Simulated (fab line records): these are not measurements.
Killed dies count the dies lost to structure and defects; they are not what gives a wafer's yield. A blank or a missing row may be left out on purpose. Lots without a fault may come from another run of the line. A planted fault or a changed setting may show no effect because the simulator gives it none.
fab line records	flow n5Finfet
record: lots: 7	wafers: 21
route steps=1938 shown BEOL_M13@1673 BEOL_M14@1730 BEOL_M15@1779 MIM_TOP_ETCH@1853 MIM_BOT_LITHO@1858 MIM_BOT_ETCH@1868 TV_OPEN@1890
startH: hours from the record's first day to the start of the lot's first wafer shown	waitH: hours from the lot's prior step to this one	" unchanged from the row above	L1.1+2: several wafers, shown together as one row	- either no value or no given start	* or withheld: withheld	< > ~ a bound
route shown NAME@n: NAME is a module with steps in the file, n the number in the route of the first one	usual: mean/standard deviation of fault-free wafers	same: alike in all rows	chamber/n: place in a boat	sites: per-site readings	_std_site: standard deviation of those values	_edge_site: mean of outer sites minus mean of inner sites	radiusMm: for every site, how far away it sits from the centre of the wafer	mask NAME#n: copy n	behind: the most recent tool/chamber to have shaped the wafer	hold: cause of the lot's hold/its duration in hours/its outcome	device: the n, p or np transistor that did not switch	end of line: the tests these same wafers got at the end of their route	a step given without rows: its recipe and nothing more	killed: dies that structure and defects cost at the first sort, which is not the same as the wafer's yield	map: per-die view of a wafer (x killed, . not killed, _ where there is no die)
set.NAME: the setting the step ran with; set.NAME@STEP: the setting that earlier step ran with	model.NAME: the simulator's own value behind a step, which no gauge read
lots with deliberately changed settings; one table per step, one row per wafer
== steps ==
step: N5_BEOL_M13_ETCH_59
recipe: chemistry: N2/H2	target: BARC	targetDepthA: 890	overetchA: 267	timeS: 67.9	ionEnergyEv: 200	pressureMtorr: 30	sourceW: 840	biasW: 150	n2FlowSccm: 200	h2FlowSccm: 200
lot.wafer	tool	chamber	startH	waitH	set.timeS	model.coat_of_BEOL_M13_COAT_04.thkNm
L079.1	rieDiel-03	0	285.03	0.0	67.9	320.8
L079.3	"	3	"	"	53.89	330.8
L079.5	"	0	"	"	67.9	321.2
L078.1	rieDiel-05	1	286.31	0.0	73.33	311.6
L078.5	"	1	"	"	73.33	311.2
L078.6	"	0	"	"	73.33	312.6
L085.1	rieDiel-03	3	304.41	0.0	55.99	327.2
L085.5	"	0	"	"	67.9	319.8
L085.6	"	1	"	"	55.99	328.4
L087.1	rieDiel-05	1	327.01	0.0	67.9	316.4
L087.5	"	0	"	"	67.9	316.8
L087.6	"	1	"	"	72.91	312.4
L090.2	rieDiel-03	3	343.80	0.0	75.57	308.8
L090.4	"	0	"	"	67.9	320.4
L090.5	"	2	"	"	75.57	309.6
L092.2+5	rieDiel-03	3	349.75	0.0	67.9	319.8
L092.6	"	0	"	"	67.9	321.8
L096.1	rieDiel-06	3	379.58	0.0	67.9	317.2
L096.3	"	0	"	"	73.98	309.4
L096.4	"	2	"	"	67.9	316.2
step: N5_BEOL_M13_VIA_ETCH_16
recipe: chemistry: C4F8/O2/Ar	target: SiOC	pressureMtorr: 30	sourceW: 3000	biasW: 700	Ar_flow_sccm: 400	C4F8_flow_sccm: 15	O2_flow_sccm: 8	heInnerTorr: 15	heOuterTorr: 30	targetDepthA: 9217	timeS: withheld	ionEnergyEv: 250	ends: cleared
lot.wafer	tool	chamber	startH	waitH	set.timeS@BEOL_M13_ETCH_59	model.coat_of_BEOL_M13_COAT_04.thkNm
L079.1	rieDiel-03	0	285.09	0.0	*	77
L079.3	"	3	"	"	*	82.8
L079.5	"	0	"	"	*	72.4
L078.1	rieDiel-05	1	286.36	0.0	*	62.2
L078.5	"	1	"	"	*	58.4
L078.6	"	0	"	"	*	58.6
L085.1	rieDiel-03	3	304.46	0.0	*	84.2
L085.5	"	0	"	"	*	73.2
L085.6	"	1	"	"	*	82.8
L087.1	rieDiel-05	1	327.06	0.0	*	71.8
L087.5	"	0	"	"	*	70.8
L087.6	"	1	"	"	*	64.8
L090.2	rieDiel-03	3	343.85	0.0	*	65.6
L090.4	"	0	"	"	*	72.6
L090.5	"	2	"	"	*	63.2
L092.2	rieDiel-03	3	349.81	0.0	*	71.6
L092.5	"	3	"	"	*	71.2
L092.6	"	0	"	"	*	72.6
L096.1	rieDiel-06	3	379.64	0.0	*	72.2
L096.3	"	0	"	"	*	66.2
L096.4	"	2	"	"	*	68.4
step: N5_BEOL_M13_STRIP_63
recipe: chemistry: N2/H2	powerW: 1000	tempC: 250	h2Frac: 0.65	overashFraction: 0.3	pressureMtorr: 1000	n2FlowSccm: 1750	h2FlowSccm: 3250
usual: stripTimeToEndpointS: 27.5/1.2
lot.wafer	tool	chamber	startH	waitH	set.timeS@BEOL_M13_ETCH_59	stripTimeToEndpointS
L079.1	plasmaAsher-01	1	285.32	-	67.9	29.7
L079.3	"	1	"	"	53.89	31.4
L079.5	"	1	"	"	67.9	28.4
L078.1	plasmaAsher-01	0	286.60	-	73.33	25.3
L078.5	"	1	"	"	73.33	24.2
L078.6	"	0	"	"	73.33	24.3
L085.1	plasmaAsher-01	1	304.70	-	55.99	31.8
L085.5	"	1	"	"	67.9	28.6
L085.6	"	0	"	"	55.99	31.4
L087.1	plasmaAsher-02	0	327.30	-	67.9	28.2
L087.5	"	0	"	"	67.9	27.9
L087.6	"	1	"	"	72.91	26.1
L090.2	plasmaAsher-01	1	344.09	-	75.57	26.4
L090.4	"	1	"	"	67.9	28.5
L090.5	"	0	"	"	75.57	25.6
L092.2	plasmaAsher-02	1	350.04	-	67.9	28.1
L092.5	"	0	"	"	67.9	28.0
L092.6	"	1	"	"	67.9	28.4
L096.1	plasmaAsher-01	0	379.87	-	67.9	28.3
L096.3	"	1	"	"	73.98	26.5
L096.4	"	0	"	"	67.9	27.2
step: N5_BEOL_M14_ETCH_59
recipe: chemistry: N2/H2	target: BARC	targetDepthA: 890	overetchA: 267	timeS: 67.9	ionEnergyEv: 200	pressureMtorr: 30	sourceW: 840	biasW: 150	n2FlowSccm: 200	h2FlowSccm: 200
lot.wafer	tool	chamber	startH	waitH	set.timeS	model.coat_of_BEOL_M14_COAT_04.thkNm
L079.1	rieDiel-02	2	292.66	0.0	67.9	715.8
L079.3	"	1	"	"	57.32	725
L079.5	"	1	"	"	57.32	724.6
L078.1	rieDiel-01	1	292.67	0.0	59.09	726.4
L078.5	"	1	"	"	67.9	719
L078.6	"	2	"	"	59.09	730.4
L085.1	rieDiel-01	0	312.06	0.0	67.9	718.6
L085.5	"	3	"	"	67.9	718.8
L085.6	"	2	"	"	67.9	719.2
L087.1	rieDiel-01	2	335.03	0.0	67.9	717.8
L087.5	"	1	"	"	67.9	717.4
L087.6	"	0	"	"	67.9	713.6
L090.2	rieDiel-04	0	350.42	0.0	67.9	717.4
L090.4	"	3	"	"	61.19	724.4
L090.5	"	0	"	"	61.19	724
L092.2+6	rieDiel-01	1,3	355.34	0.0	67.9	715
L092.5	"	0	"	"	67.9	715.2
L096.1	rieDiel-01	2	384.46	0.0	67.9	719.8
L096.3	"	0	"	"	81.29	704.2
L096.4	"	3	"	"	81.29	709
step: N5_BEOL_M14_EXPOSE_25
recipe: maskId: M14	na: 0.8	sourceShape: annular	sigmaInner: 0.5	sigmaOuter: 0.8	polarization: unpolarized	targetCdNm: 280	doseMj: 26.6
lot.wafer	tool	chamber	startH	waitH	mask	set.doseMj
L079.1+3+5	krfScanner-02	0	293.22	-	M14#0	26.05
L078.1+6	krfScanner-02	0	293.26	-	M14#0	25.08
L078.5	"	0	"	"	M14#0	26.6
L085.1+5+6	krfScanner-01	0	312.61	-	M14#0	26.6
L087.1	krfScanner-02	0	335.71	-	M14#0	26.6
L087.5+6	"	0	"	"	M14#0	28.27
L090.2+4+5	krfScanner-02	0	351.10	-	M14#0	26.6
L092.2+5+6	krfScanner-02	0	355.90	-	M14#0	26.6
L096.1+3+4	krfScanner-01	0	385.01	-	M14#0	26.6
step: N5_BEOL_M14_PEB_26
recipe: pebTempC: 130	pebTimeS: 90
step: N5_BEOL_M14_DEVELOP_27
recipe: developTimeS: 45	rinseLiquid: diw	dry: airSpin	devTempC: 21
step: N5_BEOL_M14_HARDBAKE_32
recipe: tempC: 130	timeS: 120
step: N5_BEOL_M14_CD_MEAS_28
recipe: targetCdNm: 284.4	landingEnergyEv: 500	detector: seInlens
usual: cdNm: 283.9/1.7
lot.wafer	tool	chamber	startH	waitH	set.doseMj@BEOL_M14_EXPOSE_25	cdNm
L079.1	cdSem-03	0	293.39	-	26.05	277.9
L079.3	"	0	"	"	26.05	278.9
L079.5	"	0	"	"	26.05	279.9
L078.1	cdSem-02	0	293.43	-	25.08	274.4
L078.5	"	0	"	"	26.6	284.2
L078.6	"	0	"	"	25.08	274.8
L085.1	cdSem-03	0	312.78	-	26.6	283.3
L085.5	"	0	"	"	26.6	284.6
L085.6	"	0	"	"	26.6	284.1
L087.1	cdSem-03	0	335.88	-	26.6	282.4
L087.5	"	0	"	"	28.27	293.6
L087.6	"	0	"	"	28.27	294.9
L090.2	cdSem-02	0	351.27	-	26.6	284.2
L090.4	"	0	"	"	26.6	284.6
L090.5	"	0	"	"	26.6	282.6
L092.2	cdSem-01	0	356.07	-	26.6	281.7
L092.5	"	0	"	"	26.6	282.4
L092.6	"	0	"	"	26.6	280.1
L096.1	cdSem-01	0	385.18	-	26.6	286.3
L096.3	"	0	"	"	26.6	281.0
L096.4	"	0	"	"	26.6	282.9
step: N5_BEOL_M14_DESCUM_33
recipe: chemistry: O2	timeS: 7.9	sourcePowerW: 50	biasPowerW: 20	pressureMtorr: 20	rfFrequencyHz: 2.712e+07	tempC: 40	o2FlowSccm: 225
lot.wafer	tool	chamber	startH	waitH	set.doseMj@BEOL_M14_EXPOSE_25	model.BEOL_M14.cdNm
L079.1	rieDiel-02	1	293.48	0.0	26.05	277.6
L079.3	"	2	"	"	26.05	278.8
L079.5	"	1	"	"	26.05	279.6
L078.1	rieDiel-04	2	293.74	0.3	25.08	274.2
L078.5	"	3	"	"	26.6	284
L078.6	"	0	"	"	25.08	274.8
L085.1	rieDiel-04	1	312.87	0.0	26.6	283.2
L085.5	"	0	"	"	26.6	285
L085.6	"	1	"	"	26.6	284.4
L087.1	rieDiel-01	3	336.11	0.2	26.6	282.4
L087.5	"	1	"	"	28.27	293.8
L087.6	"	2	"	"	28.27	294.8
L090.2	rieDiel-01	0	351.44	0.1	26.6	284
L090.4	"	2	"	"	26.6	284.8
L090.5	"	2	"	"	26.6	282.6
L092.2	rieDiel-04	0	356.35	0.2	26.6	282
L092.5	"	3	"	"	26.6	282.4
L092.6	"	2	"	"	26.6	280
L096.1	rieDiel-01	1	385.27	0.0	26.6	286.2
L096.3	"	0	"	"	26.6	281.2
L096.4	"	3	"	"	26.6	282.8
step: N5_BEOL_M14_ETCH_67
recipe: chemistry: CF4	target: SiARC	targetDepthA: 1430	timeS: 238.3	ionEnergyEv: 80	pressureMtorr: 40	sourceW: 545	biasW: 36	Ar_flow_sccm: 100	cf4FlowSccm: 100	ends: cleared
lot.wafer	tool	chamber	startH	waitH	set.doseMj@BEOL_M14_EXPOSE_25	model.BEOL_M14.cdNm
L079.1	rieDiel-02	1	293.51	0.0	26.05	272.8
L079.3	"	2	"	"	26.05	274.4
L079.5	"	1	"	"	26.05	275
L078.1	rieDiel-04	2	293.78	0.0	25.08	270.8
L078.5	"	3	"	"	26.6	279.8
L078.6	"	0	"	"	25.08	270.4
L085.1	rieDiel-04	1	312.91	0.0	26.6	278.8
L085.5	"	0	"	"	26.6	281.2
L085.6	"	1	"	"	26.6	280.2
L087.1	rieDiel-01	3	336.14	0.0	26.6	278
L087.5	"	1	"	"	28.27	288.4
L087.6	"	2	"	"	28.27	289.6
L090.2	rieDiel-01	0	351.48	0.0	26.6	279.4
L090.4	"	2	"	"	26.6	278.4
L090.5	"	2	"	"	26.6	276.8
L092.2+5	rieDiel-04	0,3	356.39	0.0	26.6	277.8
L092.6	"	2	"	"	26.6	276.4
L096.1	rieDiel-01	1	385.31	0.0	26.6	281.6
L096.3	"	0	"	"	26.6	277
L096.4	"	3	"	"	26.6	279.2
step: N5_BEOL_M15_EXPOSE_07
recipe: maskId: V14	na: 0.8	sourceShape: annular	sigmaInner: 0.5	sigmaOuter: 0.8	polarization: unpolarized	attpsmPhaseDeg: 180	doseMj: 41.25
lot.wafer	tool	chamber	startH	waitH	mask	set.doseMj
L079.1+3	krfScanner-02	0	298.42	-	V14#0	41.25
L079.5	"	0	"	"	V14#0	42.66
L078.1	krfScanner-01	0	299.08	-	V14#0	41.25
L078.5+6	"	0	"	"	V14#0	40.07
L085.1+5+6	krfScanner-01	0	316.90	-	V14#0	41.25
L087.1+5	krfScanner-01	0	342.65	-	V14#0	41.25
L087.6	"	0	"	"	V14#0	40.29
L090.2+4	krfScanner-02	0	356.96	-	V14#0	39.66
L090.5	"	0	"	"	V14#0	41.25
L092.2+5+6	krfScanner-02	0	362.79	-	V14#0	41.25
L096.1+3	krfScanner-02	0	388.27	-	V14#0	41.25
L096.4	"	0	"	"	V14#0	43.68
step: N5_BEOL_M15_PEB_08
recipe: pebTempC: 130	pebTimeS: 90
step: N5_BEOL_M15_DEVELOP_09
recipe: developTimeS: 45	rinseLiquid: diw	dry: airSpin	devTempC: 21
step: N5_BEOL_M15_HARDBAKE_14
recipe: tempC: 130	timeS: 120
step: N5_BEOL_M15_CD_MEAS_10
recipe: targetCdNm: 360	landingEnergyEv: 500	detector: seInlens	polarity: opening
usual: cdNm: 359.1/1.7
lot.wafer	tool	chamber	startH	waitH	set.doseMj@BEOL_M15_EXPOSE_07	cdNm
L079.1	cdSem-02	0	298.59	-	41.25	362.3
L079.3	"	0	"	"	41.25	362.2
L079.5	"	0	"	"	42.66	366.9
L078.1	cdSem-03	0	299.25	-	41.25	360.4
L078.5	"	0	"	"	40.07	354.0
L078.6	"	0	"	"	40.07	355.5
L085.1	cdSem-03	0	317.07	-	41.25	362.4
L085.5	"	0	"	"	41.25	361.9
L085.6	"	0	"	"	41.25	361.5
L087.1	cdSem-02	0	342.83	-	41.25	356.1
L087.5	"	0	"	"	41.25	359.1
L087.6	"	0	"	"	40.29	357.0
L090.2	cdSem-03	0	357.13	-	39.66	356.0
L090.4	"	0	"	"	39.66	355.3
L090.5	"	0	"	"	41.25	362.1
L092.2	cdSem-03	0	362.96	-	41.25	360.1
L092.5	"	0	"	"	41.25	358.5
L092.6	"	0	"	"	41.25	360.8
L096.1	cdSem-03	0	388.44	-	41.25	357.3
L096.3	"	0	"	"	41.25	359.2
L096.4	"	0	"	"	43.68	364.2
step: N5_BEOL_M15_STRIP_65
recipe: chemistry: postEtchResidueRemover	timeS: 60	tempC: 25	removerPh: withheld	removerWaterWtPct: withheld	removerFluorideWtPct: withheld
step: N5_BEOL_M15_SRD_66
recipe: timeS: 30	tempC: 23	rinseLiquid: diw	dry: n2Spin	spinRpm: 1500	dryTimeS: 30
step: N5_BEOL_M15_CD_MEAS_17
recipe: targetCdNm: 360	polarity: opening
usual: cdNm: 359.5/1.9
lot.wafer	tool	chamber	startH	waitH	set.doseMj@BEOL_M15_EXPOSE_07	cdNm
L079.1	cdSem-03	-	299.18	0.0	41.25	361.7
L079.3	"	-	"	"	41.25	361.4
L079.5	"	-	"	"	42.66	367.3
L078.1	cdSem-03	-	299.84	0.0	41.25	359.7
L078.5	"	-	"	"	40.07	356.2
L078.6	"	-	"	"	40.07	355.7
L085.1	cdSem-02	-	317.65	0.0	41.25	362.1
L085.5	"	-	"	"	41.25	364.3
L085.6	"	-	"	"	41.25	363.0
L087.1	cdSem-03	-	343.41	0.0	41.25	357.9
L087.5	"	-	"	"	41.25	359.2
L087.6	"	-	"	"	40.29	358.0
L090.2	cdSem-01	-	357.72	0.0	39.66	356.8
L090.4	"	-	"	"	39.66	354.7
L090.5	"	-	"	"	41.25	363.5
L092.2	cdSem-01	-	363.54	0.0	41.25	360.5
L092.5	"	-	"	"	41.25	358.0
L092.6	"	-	"	"	41.25	360.3
L096.1	cdSem-03	-	389.02	0.0	41.25	358.0
L096.3	"	-	"	"	41.25	358.5
L096.4	"	-	"	"	43.68	365.6
step: N5_MIM_TOP_ETCH_PECVD_03
recipe: material: SiNx	targetThkA: 200	tempC: 400	precursor: SiH4/NH3/N2	pressureTorr: 1.5	rfW: 300	timeS: 17.6
lot.wafer	tool	chamber	startH	waitH	set.timeS	model.SiNx_of_MIM_TOP_ETCH_PECVD_03.thkNm
L079.1	pecvd-03	1	310.23	-	17.6	19.8
L079.3	"	0	"	"	16.13	18.2
L079.5	"	0	"	"	16.13	18.4
L078.1	pecvd-04	0	310.25	-	18.65	21.4
L078.5	"	2	"	"	17.6	20.2
L078.6	"	0	"	"	17.6	20.4
L085.1	pecvd-01	1	326.41	-	17.6	19.8
L085.5+6	"	0,2	"	"	17.6	20.2
L087.1	pecvd-01	1	355.51	-	17.6	19.8
L087.5	"	0	"	"	18.99	21.8
L087.6	"	1	"	"	17.6	20.2
L090.2+4	pecvd-03	0,1	369.04	-	17.6	20.2
L090.5	"	0	"	"	17.6	20.6
L092.2	pecvd-01	2	373.78	-	17.6	19.8
L092.5+6	"	0,1	"	"	17.6	20.2
L096.1	pecvd-04	0	400.55	-	17.6	20.2
L096.3	"	1	"	"	17.6	19.8
L096.4	"	2	"	"	16.92	19.6
step: N5_MIM_BOT_LITHO_EXPOSE_05
recipe: maskId: MIM_BOT	na: 0.55	sourceShape: conventional	sigmaOuter: 0.8	polarization: unpolarized	doseMj: 24.25
lot.wafer	tool	chamber	startH	waitH	mask	set.doseMj
L079.1+3+5	krfScanner-01	0	310.54	-	MIM_BOT#0	24.25
L078.1+5+6	krfScanner-01	0	310.57	-	MIM_BOT#0	24.25
L085.1+6	krfScanner-01	0	326.71	-	MIM_BOT#0	25.38
L085.5	"	0	"	"	MIM_BOT#0	24.25
L087.1	krfScanner-01	0	355.69	-	MIM_BOT#0	24.25
L087.5+6	"	0	"	"	MIM_BOT#0	25.68
L090.2+5	krfScanner-02	0	369.22	-	MIM_BOT#0	25.75
L090.4	"	0	"	"	MIM_BOT#0	24.25
L092.2+5+6	krfScanner-02	0	374.09	-	MIM_BOT#0	24.25
L096.1+3+4	krfScanner-01	0	400.73	-	MIM_BOT#0	24.25
step: N5_MIM_BOT_LITHO_PEB_06
recipe: pebTempC: withheld	pebTimeS: *
step: N5_MIM_BOT_LITHO_DEVELOP_07
recipe: developTimeS: 60	rinseLiquid: diw	dry: airSpin	devTempC: 21
step: N5_MIM_BOT_LITHO_HARDBAKE_09
recipe: tempC: 130	timeS: 120
step: N5_MIM_BOT_LITHO_CD_MEAS_08
recipe: targetCdNm: 3000	landingEnergyEv: 500	detector: seInlens	polarity: opening
usual: cdNm: 2999.0/1.9
lot.wafer	tool	chamber	startH	waitH	set.doseMj@MIM_BOT_LITHO_EXPOSE_05	cdNm
L079.1	cdSem-02	0	310.71	-	24.25	3001.2
L079.3	"	0	"	"	24.25	3002.6
L079.5	"	0	"	"	24.25	2998.3
L078.1	cdSem-02	0	310.75	-	24.25	2999.7
L078.5	"	0	"	"	24.25	3002.0
L078.6	"	0	"	"	24.25	2999.3
L085.1	cdSem-02	0	326.89	-	25.38	3006.5
L085.5	"	0	"	"	24.25	2996.7
L085.6	"	0	"	"	25.38	3007.2
L087.1	cdSem-01	0	355.86	-	24.25	3000.9
L087.5	"	0	"	"	25.68	3011.0
L087.6	"	0	"	"	25.68	3007.5
L090.2	cdSem-01	0	369.39	-	25.75	3007.9
L090.4	"	0	"	"	24.25	2999.2
L090.5	"	0	"	"	25.75	3007.5
L092.2	cdSem-02	0	374.26	-	24.25	2997.7
L092.5	"	0	"	"	24.25	2995.9
L092.6	"	0	"	"	24.25	3000.7
L096.1	cdSem-03	0	400.90	-	24.25	2997.9
L096.3	"	0	"	"	24.25	2998.8
L096.4	"	0	"	"	24.25	2997.6
step: N5_MIM_BOT_ETCH_ETCH_00
recipe: chemistry: Cl2/BCl3	target: TiN	targetDepthA: 455	ionEnergyEv: 150	pressureMtorr: 10	icpW: 1000	biasW: 126	Cl2_flow_sccm: 53.25	bcl3FlowSccm: 21.75	Ar_flow_sccm: 25
step: N5_MIM_BOT_ETCH_STRIP_01
recipe: chemistry: O2	powerW: 600	tempC: 60	pressureMtorr: 30	rfFrequencyHz: 6e+07	biasPowerW: 0	overashFraction: 0.5	o2FlowSccm: 225
step: N5_MIM_BOT_ETCH_STRIP_02
recipe: chemistry: postEtchResidueRemover	timeS: 1200	tempC: 72.5
lot.wafer	tool	chamber	startH	waitH	set.timeS@MIM_TOP_ETCH_PECVD_03	model.SiNx_of_MIM_TOP_ETCH_PECVD_03.thkNm
L079.1	wetBench-01	4	311.25	-	17.6	19.4
L079.3	"	3	"	"	16.13	17.8
L079.5	"	6	"	"	16.13	18.2
L078.1	wetBench-06	0	311.29	-	18.65	21
L078.5	"	7	"	"	17.6	19.8
L078.6	"	4	"	"	17.6	20
L085.1	wetBench-04	0	327.49	-	17.6	19.4
L085.5+6	"	6,2	"	"	17.6	19.8
L087.1	wetBench-04	3	356.53	-	17.6	19.6
L087.5	"	6	"	"	18.99	21.4
L087.6	"	2	"	"	17.6	19.8
L090.2+4	wetBench-04	1,2	370.00	-	17.6	19.8
L090.5	"	0	"	"	17.6	20.2
L092.2	wetBench-01	5	374.84	-	17.6	19.4
L092.5+6	"	0,7	"	"	17.6	19.8
L096.1	wetBench-06	2	401.58	-	17.6	19.8
L096.3	"	4	"	"	17.6	19.4
L096.4	"	6	"	"	16.92	19.2
step: N5_PASSIVATION_ETCH_15
recipe: chemistry: CF4/N2	target: SiCN	targetDepthA: 750	taperDeg: 2	timeS: 81.2	ionEnergyEv: 150	maskMaterial: SiNx	pressureMtorr: 40	sourceW: 430	biasW: 70	Ar_flow_sccm: 100	cf4FlowSccm: 60	n2FlowSccm: 60
usual: rfVppV: 382.4/1.4
lot.wafer	tool	chamber	startH	waitH	set.biasW	rfVppV
L078.1	rieDiel-06	2	-	-	59.74	343.3
L078.5	"	0	"	"	59.74	347.5
L078.6	"	3	"	"	70	382.8
L079.1	rieDiel-03	2	-	-	70	380.7
L079.3	"	3	"	"	70	382.6
L079.5	"	0	"	"	70	382.0
L085.1	rieDiel-06	1	-	-	70	383.9
L085.5	"	2	"	"	70	381.2
L085.6	"	1	"	"	76.9	406.2
L087.1	rieDiel-06	3	-	-	70	381.3
L087.5	"	1	"	"	62.09	355.2
L087.6	"	2	"	"	70	380.9
L090.2	rieDiel-06	0	-	-	70	384.1
L090.4	"	3	"	"	70	381.2
L090.5	"	2	"	"	66.34	369.1
L092.2	rieDiel-06	0	-	-	70	384.9
L092.5	"	3	"	"	70	382.2
L092.6	"	0	"	"	70	384.2
L096.1	rieDiel-05	3	-	-	70	380.7
L096.3	"	0	"	"	58.11	340.7
L096.4	"	1	"	"	70	380.9
== key ==
split: step: N5_BEOL_M13_ETCH_59	setting: timeS	stated: 67.9	by: wafer
response: step: N5_BEOL_M13_ETCH_59	reading: model.coat_of_BEOL_M13_COAT_04.thkNm	change: -0.568	per: 1%	r: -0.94
response: step: N5_BEOL_M13_VIA_ETCH_16	reading: model.coat_of_BEOL_M13_COAT_04.thkNm	change: -0.527	per: 1%	r: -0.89
response: step: N5_BEOL_M13_STRIP_63	reading: stripTimeToEndpointS	change: *	per: 1%	r: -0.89
split: step: N5_BEOL_M14_ETCH_59	setting: timeS	stated: 67.9	by: wafer
response: step: N5_BEOL_M14_ETCH_59	reading: model.coat_of_BEOL_M14_COAT_04.thkNm	change: -0.657	per: 1%	r: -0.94
split: step: N5_BEOL_M14_EXPOSE_25	setting: doseMj	stated: 26.6	by: wafer
response: step: N5_BEOL_M14_CD_MEAS_28	reading: cdNm	change: +1.79	per: 1%	r: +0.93
response: step: N5_BEOL_M14_DESCUM_33	reading: model.BEOL_M14.cdNm	change: +1.79	per: 1%	r: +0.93
response: step: N5_BEOL_M14_ETCH_67	reading: model.BEOL_M14.cdNm	change: +1.69	per: 1%	r: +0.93
split: step: N5_BEOL_M15_EXPOSE_07	setting: doseMj	stated: 41.25	by: wafer
response: step: N5_BEOL_M15_CD_MEAS_10	reading: cdNm	change: +1.24	per: 1%	r: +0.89
response: step: N5_BEOL_M15_CD_MEAS_17	reading: cdNm	change: +1.4	per: 1%	r: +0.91
split: step: N5_MIM_TOP_ETCH_PECVD_03	setting: timeS	stated: 17.6	by: wafer
response: step: N5_MIM_TOP_ETCH_PECVD_03	reading: model.SiNx_of_MIM_TOP_ETCH_PECVD_03.thkNm	change: +0.191	per: 1%	r: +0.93
response: step: N5_MIM_BOT_ETCH_STRIP_02	reading: model.SiNx_of_MIM_TOP_ETCH_PECVD_03.thkNm	change: +0.182	per: 1%	r: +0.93
split: step: N5_MIM_BOT_LITHO_EXPOSE_05	setting: doseMj	stated: 24.25	by: wafer
response: step: N5_MIM_BOT_LITHO_CD_MEAS_08	reading: cdNm	change: +1.57	per: 1%	r: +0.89
split: step: N5_PASSIVATION_ETCH_15	setting: biasW	stated: 70	by: wafer
response: step: N5_PASSIVATION_ETCH_15	reading: rfVppV	change: +2.42	per: 1%	r: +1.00
